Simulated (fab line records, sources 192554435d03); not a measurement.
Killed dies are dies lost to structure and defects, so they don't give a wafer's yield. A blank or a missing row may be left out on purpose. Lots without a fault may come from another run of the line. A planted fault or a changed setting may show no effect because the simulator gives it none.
fab line records | flow n5_finfet
record lots=6 wafers=18 last_day=20
route steps=1938 shown SDB@370 DUMMY_REMOVAL@377 PASSIVATION@1936
lots that met no fault: from a run of the same line without faults
start_h: hours from the record's first day to the start of the lot's first wafer shown | wait_h: hours since the lot's step before | " the same as in the row above | L1.1+2: a row that stands for several wafers | - no value, or no start given | * or withheld: withheld | < > ~ a bound
route shown NAME@n: a module of which the file shows steps, and the number in the route of the first | usual: mean/standard deviation of fault-free wafers | same: alike in all rows | chamber/n: place in a boat | sites: the reading at each site | _std_site: their standard deviation | _edge_site: outer sites' mean less inner sites' | radius_mm: how far each site lies from the wafer's centre | mask NAME#n: copy n | behind: the tool/chamber that last shaped the wafer | hold: why the lot was held/for how many hours/how that ended | device: the transistor (n, p or np) that didn't switch | end of line: the same wafers' tests at the end of the route | a step without rows: its recipe alone | killed: dies lost to structure and defects at the first sort, not the wafer's yield | map: a wafer's dies, x killed, . not, _ none there
set.NAME: the setting as run; set.NAME@STEP: as run at that earlier step | model.NAME: the simulator's own value behind a step, which no gauge read
lots at some steps of the route; a table a step, a row a wafer
services: from which hour (start_h, from the record's first day; less than 0 if before it) a tool's chamber was out of use, for how many hours, and why
## steps
# step N5_SDB_PRECLEAN_38
# recipe chemistry=dHF time_s=10 dilution=750:1 temp_c=25
# step N5_SDB_PRECLEAN_39
# recipe chemistry=O3/DIW time_s=45 temp_c=22 o3_ppm=10
# step N5_SDB_SRD_28
# recipe dry=ipa_marangoni time_s=30 temp_c=23 rinse_liquid=diw
# step N5_SDB_ALD_29
# recipe material=SiNx target_thk_a=300 temp_c=400 ald_precursor_family=SiH2I2 ald_co_reactant=N2/H2-plasma pulse_time_s=1 ald_cycles=600 purge_time_s=2 co_reactant_purge_time_s=2 pressure_torr=2
# usual heater_power_w=828/79 precursor_pulse_height_rel=1.001/0.019
# same co_reactant_purge_time_s=2
# columns lot.wafer tool chamber start_h wait_h heater_power_w precursor_pulse_height_rel
L967.2 ald_sin-03 3 67.07 0.0 789 0.986
L967.3 " 1 " " 791 0.992
L967.5 " 1 68.42 1.4 807 1.015
L968.2 ald_sin-03 1 73.89 0.0 791 0.993
L968.3 " 0 " " 860 0.985
L968.6 " 3 75.24 1.4 789 1.038
L976.2 ald_sin-02 2 122.61 0.2 814 1.041
L976.3 " 0 " " 733 0.990
L976.5 " 1 123.96 1.5 839 0.992
L977.1 ald_sin-02 2 127.92 0.0 788 1.001
L977.4 " 0 " " 745 1.019
L977.6 " 3 129.27 1.4 826 1.000
L983.2 ald_sin-03 3 164.24 0.0 778 1.000
L983.3 " 2 " " 957 0.988
L983.4 " 1 " " 784 1.039
L990.3 ald_sin-03 1 223.99 0.0 773 0.991
L990.4 " 0 " " 804 1.008
L990.6 " 0 225.34 1.4 817 1.011
# step N5_SDB_CMP_30
# recipe stop_on=poly-Si t_overpolish_s=1.54 post_cmp_clean=alkaline_brush down_force_psi=4.1491 platen_rpm=51.796 pad_velocity_m_s=1.0306 target_thk_nm=30
# usual motor_current_A=12.4/1.3 overpolish_run_s=1.542/0.009 time_to_endpoint_s=17.7/2.1
# same t_overpolish_s=1.54
# columns lot.wafer tool chamber start_h wait_h motor_current_A overpolish_run_s time_to_endpoint_s
L967.2 cmp-03 0 69.80 1.4 12.0 1.551 17.9
L967.3 " 3 " " 13.6 1.543 16.3
L967.5 " 0 " " 11.5 1.555 16.3
L968.3 cmp-03 0 76.63 1.4 12.4 1.550 17.7
L968.2 " 1 " " 13.5 1.544 16.5
L968.6 " 1 " " 13.2 1.547 16.1
L976.2 cmp-04 3 125.38 1.4 12.2 1.528 19.5
L976.3 " 1 " " 13.2 1.544 16.9
L976.5 " 2 " " 11.4 1.526 17.6
L977.4 cmp-02 1 130.65 1.4 13.8 1.527 15.7
L977.1 " 0 " " 11.1 1.538 16.7
L977.6 " 1 " " 14.5 1.554 15.9
L983.3 cmp-03 3 166.98 1.4 14.1 1.552 19.7
L983.4 " 1 " " 13.2 1.559 18.0
L983.2 " 2 " " 12.0 1.545 16.6
L990.4 cmp-04 2 226.76 1.4 11.5 1.538 21.9
L990.3 " 3 " " 12.4 1.538 19.0
L990.6 " 1 " " 13.5 1.547 18.5
# step N5_SDB_THK_MEAS_31
# recipe reads=a-Si_of_DUMMY_GATE_CVD_03
# usual SDB_THK=64.1/0.97
# columns lot.wafer tool chamber start_h wait_h SDB_THK[nm]
L967.2 film_metro-01 - 70.10 - 63.7
L967.3 " - " " 63.1
L967.5 " - " " 63.5
L968.2 film_metro-02 - 76.92 - 64.4
L968.3 " - " " 64.7
L968.6 " - " " 63.9
L976.2 film_metro-02 - 125.64 - 63.2
L976.3 " - " " 63.9
L976.5 " - " " 62.8
L977.1 film_metro-02 - 130.94 - 66.2
L977.4 " - " " 64.4
L977.6 " - " " 64.0
L983.2 film_metro-02 - 167.27 - 64.3
L983.3 " - " " 63.4
L983.4 " - " " 62.7
L990.3 film_metro-02 - 227.02 - 62.7
L990.4 " - " " 63.2
L990.6 " - " " 64.2
# step N5_SDB_INSPECT_36
# recipe inspect_instrument=darkfield mode=post_cmp
# usual raw_defect_count=30/14
# columns lot.wafer tool chamber start_h wait_h raw_defect_count
L967.2 defect_inspect-01 - 70.12 0.0 24
L967.3 " - " " 15
L967.5 " - " " 13
L968.2 defect_inspect-02 - 76.95 0.0 38
L968.3 " - " " 39
L968.6 " - " " 31
L976.2 defect_inspect-01 - 125.66 0.0 30
L976.3 " - " " 28
L976.5 " - " " 67
L977.1 defect_inspect-01 - 130.97 0.0 25
L977.4 " - " " 28
L977.6 " - " " 10
L983.2 defect_inspect-02 - 167.30 0.0 34
L983.3 " - " " 24
L983.4 " - " " 30
L990.3 defect_inspect-01 - 227.04 0.0 21
L990.4 " - " " 19
L990.6 " - " " 16
# step N5_DUMMY_REMOVAL_HM_STRIP_01
# recipe chemistry=CH3F/O2 material=SiNx target_depth_a=40 stop_on=poly-Si time_s=6.8 over_etch_frac=0.3 ion_energy_ev=60 power_w=410 bias_w=29 Ar_flow_sccm=150 CH3F_flow_sccm=30 O2_flow_sccm=20
# usual drypump_motor_current_A=5.7/0.51 oes_product_au=0.66/0.057 rf_vpp_V=127.6/0.97 showerhead_plenum_p_Torr=2.01/0.062 throttle_valve_pct=16.15/0.17
# columns lot.wafer tool chamber start_h wait_h drypump_motor_current_A oes_product_au rf_hours_counter_h rf_vpp_V showerhead_plenum_p_Torr throttle_valve_pct
L967.2 rie_diel-06 3 70.16 0.0 5.8 0.67 76 127.6 1.95 16.38
L967.3 " 2 " " 6.6 0.58 213 126.5 1.98 16.51
L967.5 " 1 " " 5.2 0.68 - 127.5 1.95 16.17
L968.2 rie_diel-02 1 76.98 0.0 6.4 0.78 1 129.0 2.15 16.14
L968.3 " 0 " " 5.7 0.68 73 129.0 2.04 15.95
L968.6 " 0 " " 5.7 0.68 - 127.9 2.04 15.96
L976.2 rie_diel-06 3 125.71 0.0 5.8 0.67 88 127.3 1.94 16.43
L976.3 " 1 " " 5.2 0.67 74 126.0 1.94 16.20
L976.5 " 0 " " 6.2 0.58 - 126.8 1.98 16.19
L977.1 rie_diel-06 0 131.00 0.0 6.2 0.58 210 127.4 1.98 16.21
L977.4 " 1 " " 5.2 0.67 - 126.0 1.94 16.21
L977.6 " 3 " " 5.8 0.67 - 126.9 1.94 16.41
L983.2 rie_diel-06 3 167.37 0.1 5.8 0.65 100 127.6 1.94 16.45
L983.3 " 2 " " 6.6 0.57 231 127.5 1.97 16.56
L983.4 " 0 " " 6.2 0.57 221 126.6 1.98 16.21
L990.3 rie_diel-02 1 227.09 0.0 6.4 0.69 46 128.5 2.13 16.22
L990.4 " 3 " " 4.7 0.66 76 126.6 1.93 16.01
L990.6 " 2 " " 6.1 0.65 - 130.6 2.03 16.38
# step N5_DUMMY_REMOVAL_STRIP_10
# recipe chemistry=N2/H2 time_s=40 power_w=100 temp_c=40 pressure_mtorr=100 rf_frequency_hz=6e+07 bias_power_w=3 n2_flow_sccm=300 h2_flow_sccm=300
# usual drypump_motor_current_A=5.7/0.51 oes_product_au=0.81/0.074 rf_vpp_V=45.3/0.81 showerhead_plenum_p_Torr=3.39/0.1 throttle_valve_pct=12.02/0.18
# columns lot.wafer tool chamber start_h wait_h drypump_motor_current_A oes_product_au rf_hours_counter_h rf_vpp_V showerhead_plenum_p_Torr throttle_valve_pct
L967.2 rie_diel-06 3 70.19 0.0 5.8 0.83 76 45.5 3.28 12.19
L967.3 " 2 " " 6.6 0.72 213 45.0 3.34 12.42
L967.5 " 1 " " 5.2 0.86 - 46.3 3.29 12.00
L968.2 rie_diel-02 1 77.01 0.0 6.4 0.97 1 45.3 3.60 11.94
L968.3 " 0 " " 5.8 0.84 73 45.1 3.41 11.75
L968.6 " 0 " " 5.8 0.84 - 44.4 3.41 11.73
L976.2 rie_diel-06 3 125.74 0.0 5.9 0.82 88 45.1 3.28 12.21
L976.3 " 1 " " 5.2 0.83 74 45.0 3.28 12.04
L976.5 " 0 " " 6.2 0.72 - 46.0 3.36 12.25
L977.1 rie_diel-06 0 131.04 0.0 6.2 0.71 210 44.7 3.36 12.25
L977.4 " 1 " " 5.2 0.83 - 43.9 3.28 12.04
L977.6 " 3 " " 5.8 0.81 - 45.9 3.28 12.23
L983.2 rie_diel-06 3 167.40 0.0 5.8 0.80 100 45.8 3.27 12.26
L983.3 " 2 " " 6.6 0.71 231 46.1 3.33 12.47
L983.4 " 0 " " 6.2 0.70 221 45.3 3.35 12.28
L990.3 rie_diel-02 1 227.13 0.0 6.4 0.86 46 45.4 3.57 12.06
L990.4 " 3 " " 4.7 0.82 76 46.1 3.28 11.93
L990.6 " 2 " " 6.1 0.82 - 46.1 3.41 12.19
# step N5_DUMMY_REMOVAL_PRECLEAN_07
# recipe chemistry=dHF time_s=30 temp_c=25 dilution=withheld
# step N5_DUMMY_REMOVAL_DUMMY_REMOVE_02
# recipe chemistry=TMAH temp_c=70 target=poly-Si stop_on=SiO2 target_depth_nm=142 conc_wt_pct=5 time_s=57 dry=ipa_marangoni rinse_time_s=30 rinse_temp_c=23
# step N5_DUMMY_REMOVAL_INSPECT_06
# recipe inspect_instrument=brightfield mode=aei
# usual raw_defect_count=11/4.7
# columns lot.wafer tool chamber start_h wait_h raw_defect_count
L967.2 defect_inspect-01 - 70.35 0.0 9
L967.3 " - " " 14
L967.5 " - " " 10
L968.2 defect_inspect-02 - 77.18 0.0 17
L968.3 " - " " 20
L968.6 " - " " 9
L976.2 defect_inspect-01 - 125.91 0.0 17
L976.3 " - " " 8
L976.5 " - " " 14
L977.1 defect_inspect-01 - 131.20 0.0 13
L977.4 " - " " 15
L977.6 " - " " 3
L983.2 defect_inspect-01 - 167.56 0.0 15
L983.3 " - " " 5
L983.4 " - " " 13
L990.3 defect_inspect-01 - 227.29 0.0 5
L990.4 " - " " 8
L990.6 " - " " 7
# step N5_DUMMY_REMOVAL_PRECLEAN_08
# recipe chemistry=NF3:NH3 afs_cycles=2 temp_c=30 time_s=20 sublimation_temp_c=180 sublimation_time_s=60 pressure_torr=3 rf_power_w=30
# usual pressure_torr=3.000/0.0052 time_s=20/0
# columns lot.wafer tool chamber start_h wait_h pressure_torr time_s
L967.2 remote_plasma-01 0 70.43 0.1 3.003 20
L967.3 " 0 " " 3.006 20
L967.5 " 0 " " 2.995 20
L968.2 remote_plasma-02 0 77.24 0.1 3.001 20
L968.3 " 0 " " 3.008 20
L968.6 " 0 " " 3.005 20
L976.2 remote_plasma-01 0 125.97 0.1 2.998 20
L976.3 " 0 " " 3.005 20
L976.5 " 0 " " 3.004 21.914
L977.1 remote_plasma-01 0 131.24 0.0 3.000 20
L977.4 " 0 " " 2.998 21.914
L977.6 " 0 " " 3.007 21.914
L983.2 remote_plasma-02 1 167.63 0.1 2.994 20
L983.3 " 1 " " 2.997 20
L983.4 " 1 " " 3.005 20
L990.3 remote_plasma-02 0 227.39 0.1 2.997 20
L990.4 " 0 " " 3.006 20
L990.6 " 0 " " 3.000 20
# step N5_DUMMY_REMOVAL_PRECLEAN_04
# recipe chemistry=DHF time_s=37 temp_c=25 dilution=500:1
# step N5_PASSIVATION_PROBE_49
# usual killed_at_M0_to_M3=36/11 killed_at_M4_up=14/5.6 killed_at_contacts=11/5.6 killed_at_front_end=40/12 killed_at_other=4/3.2 killed_dies=105/17 killed_open=69/12 killed_short=34/8.4
# same gross_dies=1180 killed_at_back_side=0
# columns lot.wafer tool chamber start_h wait_h killed_at_M0_to_M3 killed_at_M4_up killed_at_contacts killed_at_front_end killed_at_other killed_dies killed_open killed_short
L968.2 prober-01 - 324.12 0.1 46 22 15 38 5 126 84 37
L968.3 prober-01 - 324.17 0.1 51 13 10 43 4 121 79 41
L968.6 prober-01 - 324.32 0.3 53 11 5 52 5 126 87 36
L976.2 prober-02 - 357.46 0.1 31 10 9 41 1 92 53 37
L976.3 prober-02 - 357.51 0.1 48 11 7 55 1 122 69 43
L976.5 prober-02 - 357.61 0.2 31 11 13 41 6 102 72 24
L977.1 prober-01 - 367.42 0.0 33 23 11 46 3 116 72 43
L977.4 prober-01 - 367.57 0.2 64 11 6 27 5 113 77 36
L977.6 prober-01 - 367.67 0.3 35 7 7 20 1 70 55 14
L983.2 prober-02 - 409.90 0.1 39 18 8 51 4 120 92 28
L983.3 prober-02 - 409.95 0.1 33 23 12 43 3 114 77 37
L983.4 prober-02 - 410.00 0.2 26 18 16 37 4 101 76 25
L990.3 prober-01 - 468.58 0.1 40 18 9 31 2 100 75 21
L990.4 prober-01 - 468.63 0.2 64 15 4 25 4 112 68 42
L990.6 prober-01 - 468.73 0.3 71 16 16 41 9 153 108 45
# killed by level:class
L968.2 MOL_CONTACT_COAG:geometric_particle:open=13 BEOL_M2:geometric_particle:open=10 BEOL_M0_SAQP:geometric_particle:open=10 BEOL_M0_SAQP:geometric_particle:short=8 DUMMY_GATE:geometric_particle:open=7 FIN_SAQP:geometric_particle:open=6 FIN_SAQP:geometric_particle:short=6 BEOL_M4:geometric_particle:open=6
L968.3 FIN_SAQP:geometric_particle:short=10 MOL_CONTACT_COAG:geometric_particle:open=9 BEOL_M3:geometric_particle:open=8 BEOL_M0_SAQP:geometric_particle:short=8 BEOL_M2:geometric_particle:open=8 BEOL_M4:geometric_particle:open=8 STI_FIN_REVEAL:geometric_particle:open=7 DUMMY_GATE:geometric_particle:open=7
L968.6 FIN_SAQP:geometric_particle:open=17 BEOL_M2:geometric_particle:open=12 FIN_SAQP:geometric_particle:short=11 BEOL_M3:geometric_particle:open=11 BEOL_M0_SAQP:geometric_particle:open=9 BEOL_M0_SAQP:geometric_particle:short=7 MOL_CONTACT_COAG:geometric_particle:open=5 DUMMY_GATE:geometric_particle:open=4
L976.2 FIN_SAQP:geometric_particle:short=10 FIN_SAQP:geometric_particle:open=10 BEOL_M0_SAQP:geometric_particle:open=8 DUMMY_GATE:geometric_particle:open=6 MOL_CONTACT_COAG:geometric_particle:open=5 BEOL_M0_SAQP:geometric_particle:short=5 BEOL_M1:geometric_particle:open=5 BEOL_M2:geometric_particle:open=5
L976.3 BEOL_M3:geometric_particle:open=16 BEOL_M0_SAQP:geometric_particle:short=11 FIN_SAQP:geometric_particle:short=9 HKMG_FIN:area_etch=9 FIN_SAQP:geometric_particle:open=7 BEOL_M0_SAQP:geometric_particle:open=7 GATE_CUT:geometric_particle:short=6 MOL_CONTACT_COAG:geometric_particle:open=6
L976.5 FIN_SAQP:geometric_particle:open=10 STI_FIN_REVEAL:geometric_particle:open=10 MOL_CONTACT_COAG:geometric_particle:open=10 BEOL_M0_SAQP:geometric_particle:short=8 BEOL_M0_SAQP:geometric_particle:open=8 BEOL_M4:geometric_particle:open=7 BEOL_M1:geometric_particle:open=6 HKMG_FIN:area_etch=5
L977.1 FIN_SAQP:geometric_particle:short=12 MOL_CONTACT_COAG:geometric_particle:open=10 FIN_SAQP:geometric_particle:open=9 BEOL_M3:geometric_particle:open=9 BEOL_M0_SAQP:geometric_particle:short=7 BEOL_M4:geometric_particle:open=7 BEOL_M2:geometric_particle:open=6 BEOL_M4:geometric_particle:short=5
L977.4 BEOL_M3:geometric_particle:open=13 BEOL_M2:geometric_particle:open=12 BEOL_M1:geometric_particle:open=10 BEOL_M0_SAQP:geometric_particle:short=10 FIN_SAQP:geometric_particle:open=9 FIN_SAQP:geometric_particle:short=8 BEOL_M0_SAQP:geometric_particle:open=6 MOL_CONTACT_COAG:geometric_particle:open=5
L977.6 BEOL_M1:geometric_particle:open=10 BEOL_M2:geometric_particle:open=8 MOL_CONTACT_COAG:geometric_particle:open=7 STARTING-WAFER:geometric_particle:open=5 BEOL_M0:geometric_particle:open=4 BEOL_M3:geometric_particle:open=4 FIN_CUT:geometric_particle:open=3 BEOL_M0_SAQP:geometric_particle:short=3
L983.2 STI_FIN_REVEAL:geometric_particle:open=23 BEOL_M3:geometric_particle:open=17 FIN_SAQP:geometric_particle:short=8 FIN_SAQP:geometric_particle:open=7 MOL_CONTACT_COAG:geometric_particle:open=7 BEOL_M4:geometric_particle:open=6 BEOL_M2:geometric_particle:open=5 BEOL_M1:geometric_particle:open=4
L983.3 BEOL_M2:geometric_particle:open=12 MOL_CONTACT_COAG:geometric_particle:open=9 BEOL_M4:geometric_particle:open=9 DUMMY_GATE:geometric_particle:open=8 FIN_SAQP:geometric_particle:short=6 GATE_CUT:geometric_particle:open=6 GATE_CUT:geometric_particle:short=6 BEOL_M0_SAQP:geometric_particle:open=6
L983.4 MOL_CONTACT_COAG:geometric_particle:open=15 STI_FIN_REVEAL:geometric_particle:open=13 BEOL_M2:geometric_particle:open=9 BEOL_M4:geometric_particle:open=9 GATE_CUT:geometric_particle:open=8 BEOL_M0_SAQP:geometric_particle:open=5 GATE_CUT:geometric_particle:short=4 BEOL_M3:geometric_particle:open=4
L990.3 BEOL_M0_SAQP:geometric_particle:open=11 FIN_SAQP:geometric_particle:open=8 MOL_CONTACT_COAG:geometric_particle:open=8 BEOL_M2:geometric_particle:open=8 BEOL_M4:geometric_particle:open=7 BEOL_M0_SAQP:geometric_particle:short=5 BEOL_M3:geometric_particle:open=5 BEOL_M8:geometric_particle:open=5
L990.4 BEOL_M0_SAQP:geometric_particle:short=15 BEOL_M2:geometric_particle:open=12 BEOL_M0_SAQP:geometric_particle:open=9 BEOL_M3:geometric_particle:open=8 STI_FIN_REVEAL:geometric_particle:open=5 BEOL_M1:geometric_particle:open=5 BEOL_M4:geometric_particle:open=5 FIN_SAQP:geometric_particle:open=4
L990.6 BEOL_M2:geometric_particle:open=15 MOL_CONTACT_COAG:geometric_particle:open=14 BEOL_M3:geometric_particle:open=14 BEOL_M0_SAQP:geometric_particle:short=12 BEOL_M0_SAQP:geometric_particle:open=11 FIN_SAQP:geometric_particle:open=9 BEOL_M1:geometric_particle:open=9 FIN_SAQP:geometric_particle:short=6
## services
# columns tool chamber start_h hours kind
rie_diel-02 3 47.28 15.7 repair
cmp-03 - 61.25 1.5 repair
cmp-02 - 68.29 0.6 repair
ald_sin-02 2 74.33 6.8 repair
ald_sin-03 - 79.71 2.8 pm
ald_sin-03 - 85.81 14.0 pm
rie_diel-02 0 96.26 6.7 repair
rie_diel-02 - 97.17 0.2 repair
ald_sin-02 - 97.52 6.0 pm
ald_sin-03 - 104.73 6.1 pm
rie_diel-02 - 112.60 2.8 pm
ald_sin-03 1 127.01 11.4 repair
rie_diel-06 2 128.81 12.8 repair
cmp-03 - 129.74 1.4 repair
cmp-04 - 139.07 3.9 pm
remote_plasma-01 - 142.95 1.3 repair
rie_diel-06 - 143.51 0.7 repair
cmp-04 - 148.99 0.9 repair
rie_diel-02 3 173.20 15.3 repair
ald_sin-02 - 177.90 14.0 pm
cmp-03 - 188.76 1.9 repair
rie_diel-02 0 191.16 13.6 repair
remote_plasma-02 - 193.30 0.3 repair
cmp-04 - 216.84 2.2 repair
## key
first_sign step=N5_DUMMY_REMOVAL_PRECLEAN_08 reading=time_s direction=up sigmas=99+ usual=* struck=*
effect none on later readings
met_at N5_DUMMY_REMOVAL_PRECLEAN_08
struck_wafers L976.5,L977.4,L977.6
tester_left_out L976,L977
onset_between 70.43 125.97
fault kind=process_parameter_drift tool=remote_plasma-01 chamber=- onset_h=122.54 steps=N5_DUMMY_REMOVAL_PRECLEAN_08 channel=time_s offset=* shape=step end_h=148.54 scope=struck_wafers_only acts_in=* stated=*
# tester_left_out: of these lots the tester's yield and bins aren't shown, on N5 and GAA mostly nor the transistor test; their killed dies are dies lost to structure and defects alone, not to doping, threshold or leakage, so they don't give the yield
